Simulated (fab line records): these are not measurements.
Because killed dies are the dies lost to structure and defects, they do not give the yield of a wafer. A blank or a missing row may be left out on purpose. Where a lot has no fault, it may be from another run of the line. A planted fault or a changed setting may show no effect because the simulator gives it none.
fab line records    flow nand-harc
record lots=14  wafers=42  last-day=33
route steps=1302 shown A_M1@1200 A_BONDPAD@1202 THIN_TSV@1262 END@1302
lots with no fault: from the same line, run without faults
start-h: hours from the record's first day to the start of the lot's first wafer shown    wait-h: hours elapsed since this lot's preceding step    " unchanged from the row above    L1.1+2: one row covering several wafers at once    - no value, or no start was given    * or withheld: withheld    < > ~ a bound
route shown NAME@n: names a module that has steps shown in the file, with the first one's number in the route    usual: mean and standard deviation over wafers with no fault    same: alike in all rows    chamber/n: place in a boat    sites: readings site by site    _std_site: their standard deviation    _edge_site: the outer-site mean with the inner-site mean subtracted    radius-mm: how far each site lies from the wafer's centre    mask NAME#n: copy n    behind: the most recent tool/chamber to have shaped the wafer    hold: the reason the lot was held/the length of the hold in hours/how it ended    device: the transistor (n, p or np) that didn't switch    end of line: at the end of the route, the tests of the same wafers    a step given without rows: its recipe and nothing more    killed: at the first sort, the dies lost to defects and structure; wafer yield is something else    map: per-die view of a wafer (x killed, . not killed, _ where there is no die)
set.NAME: setting as actually run; set.NAME@STEP: the setting as run at that earlier step    model.NAME: the simulator's own value behind a step, which no gauge read
route steps across a sampled set of lots; one table per step, one row per wafer
services: the hour from which a tool's chamber was out of use, counted from the record's first day as start-h (under 0 if before that day), plus the number of hours and why
## steps
# step NHARC_A_M1_PRE_CLEAN_32
# recipe time-s=12  temp-c=370  rf-power-w=300  gas=NH3
# usual heater-power-w=607/90
lot.wafer  tool      chamber  start-h  wait-h  heater-power-w
L338.3     pecvd-03  0        539.55   0.1     653
L338.1     "         1        "        "       531
L338.5     "         2        "        "       580
L339.3     pecvd-03  0        544.42   0.1     633
L339.2     "         1        "        "       516
L339.4     "         1        "        "       523
L341.2     pecvd-04  0        578.81   0.1     735
L341.1     "         1        "        "       550
L341.6     "         0        "        "       732
L344.1     pecvd-02  2        582.88   0.1     764
L344.4     "         1        "        "       502
L344.5     "         2        "        "       757
L342.2     pecvd-03  0        603.81   0.1     633
L342.4     "         2        "        "       583
L342.6     "         0        "        "       655
L343.3     pecvd-04  2        606.44   0.1     567
L343.6     "         1        "        "       497
L343.5     "         2        "        "       553
L345.2     pecvd-04  2        609.19   0.1     548
L345.3     "         1        "        "       540
L345.6     "         0        "        "       743
L347.1     pecvd-02  1        618.44   0.1     554
L347.3     "         2        "        "       754
L347.5     "         1        "        "       558
L350.3     pecvd-03  2        655.98   0.1     584
L350.1     "         0        "        "       767
L350.4     "         1        "        "       565
L351.2     pecvd-04  1        661.72   0.2     538
L351.1     "         2        "        "       595
L351.6     "         0        "        "       724
L353.3     pecvd-03  2        669.03   0.1     672
L353.5     "         2        "        "       660
L353.6     "         0        "        "       660
L360.1     pecvd-02  1        752.64   0.1     528
L360.4     "         0        "        "       543
L360.6     "         2        "        "       770
L359.3     pecvd-03  2        755.09   0.1     617
L359.1     "         0        "        "       704
L359.5     "         0        "        "       703
L361.1     pecvd-02  0        755.85   0.1     550
L361.3     "         2        "        "       727
L361.4     "         2        "        "       722
# step NHARC_A_BONDPAD_DEP_00
# recipe target-thk-a=2500  temp-c=370  target-thk-nm=250  pressure-torr=3  flow-sccm=200  rf-w=450  material=SiCN
# usual heater-power-w=570/91
lot.wafer  tool      chamber  start-h  wait-h  heater-power-w
L338.3     pecvd-01  0        540.18   -       470
L338.1     "         1        "        "       679
L338.5     "         1        "        "       692
L339.2     pecvd-01  2        545.05   -       572
L339.3     "         1        "        "       673
L339.4     "         1        "        "       683
L341.1     pecvd-04  2        -        -       467
L341.2     "         0        "        "       685
L341.6     "         0        "        "       688
L344.1     pecvd-01  2        583.50   -       618
L344.4     "         2        "        "       657
L344.5     "         0        "        "       509
L342.2     pecvd-04  0        604.50   -       715
L342.6     "         1        "        "       444
L342.4     "         2        "        "       426
L343.3     pecvd-03  2        607.05   -       590
L343.5     "         0        "        "       706
L343.6     "         1        "        "       514
L345.3     pecvd-03  0        609.86   -       613
L345.2     "         1        "        "       498
L345.6     "         0        "        "       604
L347.3     pecvd-01  2        619.06   -       671
L347.1     "         0        "        "       433
L347.5     "         2        "        "       691
L350.1     pecvd-01  2        656.60   -       643
L350.3     "         1        "        "       599
L350.4     "         0        "        "       498
L351.2     pecvd-04  1        -        -       446
L351.1     "         2        "        "       497
L351.6     "         0        "        "       647
L353.3     pecvd-01  2        669.65   -       693
L353.5     "         0        "        "       491
L353.6     "         1        "        "       577
L360.1     pecvd-04  0        753.30   -       705
L360.4     "         2        "        "       579
L360.6     "         1        "        "       459
L359.1     pecvd-01  1        755.70   -       643
L359.3     "         2        "        "       593
L359.5     "         2        "        "       623
L361.3     pecvd-01  1        756.48   -       657
L361.1     "         0        "        "       467
L361.4     "         0        "        "       482
# step NHARC_A_BONDPAD_PRE_CLEAN_26
# recipe time-s=30  temp-c=280  gas=H2/He
# usual heater-power-w=426/44
lot.wafer  tool            chamber  start-h  wait-h  heater-power-w
L338.3     pvd-sputter-02  -        -        -       470
L338.1     "               -        "        "       401
L338.5     "               -        "        "       438
L339.4     pvd-sputter-02  -        -        -       401
L339.2     "               -        "        "       472
L339.3     "               -        "        "       425
L341.1     pvd-sputter-01  -        -        -       370
L341.2     "               -        "        "       343
L341.6     "               -        "        "       418
L344.1     pvd-sputter-03  -        -        -       374
L344.4     "               -        "        "       400
L344.5     "               -        "        "       419
L342.4     pvd-sputter-02  -        -        -       469
L342.2     "               -        "        "       435
L342.6     "               -        "        "       390
L343.3     pvd-sputter-03  -        -        -       427
L343.6     "               -        "        "       524
L343.5     "               -        "        "       383
L345.2     pvd-sputter-03  -        -        -       399
L345.3     "               -        "        "       376
L345.6     "               -        "        "       504
L347.3     pvd-sputter-03  -        -        -       499
L347.1     "               -        "        "       382
L347.5     "               -        "        "       383
L350.3     pvd-sputter-02  -        -        -       482
L350.1     "               -        "        "       440
L350.4     "               -        "        "       450
L351.2     pvd-sputter-02  -        -        -       472
L351.1     "               -        "        "       437
L351.6     "               -        "        "       485
L353.3     pvd-sputter-02  -        -        -       441
L353.6     "               -        "        "       481
L353.5     "               -        "        "       447
L360.4     pvd-sputter-01  -        -        -       350
L360.1     "               -        "        "       442
L360.6     "               -        "        "       355
L359.1     pvd-sputter-02  -        -        -       474
L359.3     "               -        "        "       442
L359.5     "               -        "        "       450
L361.4     pvd-sputter-03  -        -        -       482
L361.3     "               -        "        "       379
L361.1     "               -        "        "       454
# step NHARC_THIN_TSV_ETCH_44
# recipe target-depth-a=15942  time-s=797.1  cf4-flow-sccm=150  o2-flow-sccm=10  ar-flow-sccm=0  rf-w=300  bias-w=800  chemistry=CF4/O2
# usual bias-w=800.0/2.6  cf4-flow-sccm=150.1/0.42  drypump-motor-current-A=5.7/0.45  oes-product-au=1.001/0.016  rf-vpp-V=795/3.2  showerhead-plenum-p-Torr=1.84/0.051  throttle-valve-pct=16.915/0.0086
lot.wafer  tool         chamber  start-h  wait-h  bias-w  cf4-flow-sccm  drypump-motor-current-A  oes-product-au  rf-hours-counter-h  rf-vpp-V  showerhead-plenum-p-Torr  throttle-valve-pct
L338.3     rie-diel-11  1        556.70   0.2     802.9   150.7          4.9                      0.969           6.9                 797       1.89                      16.914
L338.1     "            2        "        "       801.2   150.5          6.6                      0.996           5.0                 792       1.79                      16.901
L338.5     "            3        "        "       799.3   150.0          5.5                      1.017           -                   800       1.94                      16.910
L339.2     rie-diel-10  3        561.56   0.1     799.8   149.9          6.4                      0.992           7.5                 799       1.91                      16.921
L339.4     "            0        "        "       801.4   149.1          5.6                      1.025           7.5                 798       1.88                      16.918
L339.3     "            2        "        "       796.7   150.0          5.7                      1.004           7.0                 789       1.77                      16.905
L341.2     rie-diel-10  2        596.15   0.2     804.8   149.2          5.6                      1.013           8.1                 789       1.77                      16.912
L341.1     "            3        "        "       801.1   150.4          6.4                      0.986           8.8                 798       1.91                      16.905
L341.6     "            0        "        "       798.3   149.7          5.6                      1.034           -                   798       1.88                      16.912
L344.1     rie-diel-07  3        603.90   0.1     797.0   149.8          5.3                      1.005           7.4                 796       1.85                      16.898
L344.4     "            0        "        "       800.8   151.0          6.0                      1.028           6.9                 790       1.76                      16.918
L344.5     "            2        "        "       801.0   149.6          5.9                      1.009           -                   794       1.81                      16.923
L342.4     rie-diel-11  2        622.87   0.2     802.8   149.8          6.6                      0.988           0.2                 792       1.79                      16.910
L342.2     "            3        "        "       799.0   150.3          5.5                      0.988           0.2                 800       1.94                      16.911
L342.6     "            0        "        "       798.4   150.4          5.7                      1.017           -                   795       1.84                      16.907
L343.3     rie-diel-07  3        623.89   0.1     799.7   150.8          5.3                      1.006           9.4                 796       1.85                      16.925
L343.6     "            2        "        "       803.5   150.2          5.9                      1.019           -                   792       1.81                      16.925
L343.5     "            3        "        "       795.4   150.3          5.3                      1.012           -                   796       1.85                      16.912
L345.2     rie-diel-10  1        626.38   0.1     799.0   150.3          5.4                      0.994           0.9                 794       1.81                      16.907
L345.3     "            3        "        "       797.2   150.5          6.4                      1.007           1.0                 799       1.91                      16.926
L345.6     "            3        "        "       802.4   150.2          6.4                      1.008           -                   799       1.91                      16.931
L347.3     rie-diel-07  0        635.48   0.1     799.4   150.4          6.0                      1.018           9.2                 790       1.75                      16.918
L347.1     "            3        "        "       800.9   149.3          5.4                      1.005           10.5                795       1.84                      16.925
L347.5     "            0        "        "       803.3   149.9          6.0                      1.024           -                   789       1.75                      16.926
L350.3     rie-diel-10  1        675.03   0.1     799.2   150.1          5.4                      0.976           3.2                 792       1.81                      16.928
L350.4     "            2        "        "       798.8   150.2          5.7                      0.999           2.5                 791       1.77                      16.908
L350.1     "            3        "        "       802.0   150.3          6.4                      1.005           4.0                 801       1.91                      16.928
L351.2     rie-diel-07  2        678.88   0.1     -       -              -                        -               -                   -         -                         -
L351.1     "            3        "        "       -       -              -                        -               -                   -         -                         -
L351.6     "            2        "        "       -       -              -                        -               -                   -         -                         -
L353.3     rie-diel-10  0        687.43   0.1     -       -              -                        -               -                   -         -                         -
L353.5     "            0        "        "       -       -              -                        -               -                   -         -                         -
L353.6     "            1        "        "       -       -              -                        -               -                   -         -                         -
L360.4     rie-diel-10  0        769.51   0.1     796.4   150.3          5.6                      1.015           9.0                 797       1.88                      16.924
L360.1     "            1        "        "       796.2   149.7          5.4                      0.985           8.4                 791       1.81                      16.922
L360.6     "            3        "        "       798.1   149.9          6.3                      0.995           -                   799       1.91                      16.917
L359.1     rie-diel-07  0        770.78   0.2     800.3   150.5          6.0                      1.018           7.1                 789       1.75                      16.909
L359.3     "            1        "        "       801.1   149.8          5.2                      0.988           7.0                 793       1.82                      16.914
L359.5     "            2        "        "       799.9   150.2          5.9                      1.008           -                   792       1.81                      16.915
L361.3     rie-diel-11  1        773.30   0.1     798.5   150.6          4.9                      0.967           11.3                798       1.88                      16.905
L361.1     "            2        "        "       803.0   150.4          6.6                      0.991           9.8                 792       1.79                      16.900
L361.4     "            0        "        "       802.1   149.9          5.6                      1.003           10.8                795       1.84                      16.922
# step NHARC_END_SORT_01
# recipe temp-c=25
# usual defect-limited-yield=89.9/2.9  killed-at-array=64/20  killed-at-other=0.7/1.1  killed-at-periphery=3.6/2.7  killed-dies=68/20  killed-open=2.8/1.9  killed-short=2.3/1.5
# same gross-dies=677
lot.wafer  tool       chamber  start-h  wait-h  defect-limited-yield[%]  killed-at-array  killed-at-other  killed-at-periphery  killed-dies  killed-open  killed-short
L341.1     prober-02  0        610.81   2.5     91.7                     54               0                2                    56           2            1
L341.2     prober-02  0        611.63   2.8     92.5                     47               0                4                    51           4            1
L341.6     prober-02  0        614.87   4.1     90.5                     60               0                4                    64           0            6
L347.1     prober-01  0        653.32   2.5     90.3                     57               3                6                    66           4            3
L347.3     prober-01  0        654.94   3.1     91.0                     56               0                5                    61           3            0
L347.5     prober-01  0        656.56   3.7     91.4                     56               0                2                    58           4            2
L351.1     prober-01  0        696.64   2.5     0                        38               630              9                    677          1            1
L351.2     prober-01  0        697.44   2.8     0                        43               622              12                   677          3            3
L351.6     prober-01  0        700.65   4.0     0                        49               621              7                    677          4            2
# killed by level:class
L341.1 A_CHANNEL_HOLE_D2:chamber-film-flake=37 A_STAIRCASE:chamber-film-flake=4 A_CONTACT:chamber-film-flake=4 A_M1:chamber-film-flake=3 A_CHANNEL_HOLE_D1:chamber-film-flake=2 A_SGD_CUT:chamber-film-flake=2 P_CONTACT:geometric-particle:open=1 A_ONON_D2:geometric-particle:short=1
L341.2 A_CHANNEL_HOLE_D2:chamber-film-flake=33 A_SGD_CUT:chamber-film-flake=4 A_STAIRCASE:chamber-film-flake=3 P_ZERO_WELL:chamber-film-flake=2 A_CHANNEL_HOLE_D1:chamber-film-flake=2 P_CONTACT:geometric-particle:open=1 P_M0:geometric-particle:open=1 A_ONON_D1:geometric-particle:open=1
L341.6 A_CHANNEL_HOLE_D2:chamber-film-flake=37 A_SGD_CUT:chamber-film-flake=7 A_STAIRCASE:chamber-film-flake=5 A_M1:chamber-film-flake=3 P_ZERO_WELL:chamber-film-flake=2 A_CONTACT:chamber-film-flake=2 P_BONDPAD:geometric-particle:short=1 A_ONON_D1:geometric-particle:short=1
L347.1 A_CHANNEL_HOLE_D1:chamber-film-flake=26 A_CHANNEL_HOLE_D2:chamber-film-flake=14 A_CONTACT:chamber-film-flake=4 A_M0:chamber-film-flake=4 P_BONDPAD:chamber-film-flake=2 THIN_TSV:chamber-film-flake=2 A_CHANNEL_FILL_D2:chamber-film-flake=2 A_SLIT:chamber-film-flake=2
L347.3 A_CHANNEL_HOLE_D1:chamber-film-flake=29 A_CHANNEL_HOLE_D2:chamber-film-flake=14 A_SLIT:chamber-film-flake=5 P_STI:chamber-film-flake=3 A_STAIRCASE:chamber-film-flake=2 A_M0:chamber-film-flake=2 A_CHANNEL_FILL_D1:geometric-particle:open=1 A_SGD_CUT:geometric-particle:open=1
L347.5 A_CHANNEL_HOLE_D1:chamber-film-flake=28 A_CHANNEL_HOLE_D2:chamber-film-flake=14 A_SLIT:chamber-film-flake=3 A_CONTACT:chamber-film-flake=3 A_SOURCE_PLATE:geometric-particle:short=1 A_CHANNEL_HOLE_D1:geometric-particle:open=1 A_M0:geometric-particle:short=1 A_BLC:geometric-particle:open=1
L351.1 THIN_TSV:area-etch=630 A_CHANNEL_HOLE_D1:chamber-film-flake=30 P_STI:chamber-film-flake=4 A_STAIRCASE:chamber-film-flake=4 P_ZERO_WELL:chamber-film-flake=3 A_CONTACT:chamber-film-flake=2 P_CONTACT:geometric-particle:short=1 A_ONON_D1:geometric-particle:open=1
L351.2 THIN_TSV:area-etch=622 A_CHANNEL_HOLE_D1:chamber-film-flake=29 P_CONTACT:chamber-film-flake=5 P_STI:chamber-film-flake=4 A_CONTACT:chamber-film-flake=4 A_SLIT:chamber-film-flake=2 A_CHANNEL_FILL_D2:chamber-film-flake=2 P_GATE:geometric-particle:short=1
L351.6 THIN_TSV:area-etch=619 A_CHANNEL_HOLE_D1:chamber-film-flake=27 A_SLIT:chamber-film-flake=5 A_CONTACT:chamber-film-flake=5 A_CHANNEL_HOLE_D2:chamber-film-flake=4 A_CHANNEL_FILL_D2:chamber-film-flake=3 P_ZERO_WELL:chamber-film-flake=2 P_GATE:geometric-particle:open=1
## services
tool            chamber  start-h  hours  kind
pecvd-04        -        521.73   0.7    repair
pecvd-04        0        530.07   4.7    repair
rie-diel-10     -        534.92   1.6    repair
pecvd-04        1        543.51   4.8    repair
pecvd-03        -        547.00   13.0   pm
pvd-sputter-03  -        547.47   10.0   pm
pecvd-04        2        583.16   2.0    repair
rie-diel-10     3        585.46   3.2    repair
pecvd-02        -        589.10   13.0   pm
pecvd-03        -        595.11   0.5    repair
rie-diel-10     -        596.50   9.0    pm
rie-diel-10     2        621.59   7.9    repair
pecvd-04        -        631.27   13.0   pm
pvd-sputter-02  -        638.00   10.0   pm
rie-diel-07     -        648.20   9.0    pm
pecvd-01        -        673.30   13.0   pm
pecvd-02        -        678.61   0.7    repair
pvd-sputter-02  -        683.12   1.9    repair
pecvd-01        -        693.50   2.2    repair
rie-diel-07     2        702.83   16.4   repair
rie-diel-10     3        716.70   12.4   repair
pvd-sputter-03  -        725.52   10.0   pm
pecvd-03        -        728.03   13.0   pm
pecvd-01        1        763.01   14.1   repair
## key
first-sign step=NHARC_THIN_TSV_ETCH_44  reading=tool-record  direction=missing
effect step=NHARC_END_SORT_01  reading=defect-limited-yield  direction=down  sigmas=31  usual=89.9  struck=0
more-kills-born-at NHARC_THIN_TSV_ETCH_44@rie-diel-07=1871
met-at NHARC_THIN_TSV_ETCH_44
struck-lots L351,L353
later-rows-left-out L351.1,L351.2,L351.6,L353.3,L353.5,L353.6
sort-left-out L353.3,L353.5,L353.6
not-acting-at NHARC_A_M1_PRE_CLEAN_32,NHARC_A_BONDPAD_DEP_00,NHARC_A_BONDPAD_PRE_CLEAN_26
onset-between 675.03 678.88
fault kind=skipped-step-whole  tool=rie-diel-07,rie-diel-10  chamber=-  onset-h=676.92  steps=NHARC_THIN_TSV_ETCH_44  scope=struck-lots-only
# sort-left-out: the simulated sort isn't trusted on such a fault, so these wafers' sort isn't shown, and their yield isn't known
# later-rows-left-out: the simulator's readings of these wafers behind a module that went badly wrong aren't trusted and aren't shown, but for the sort
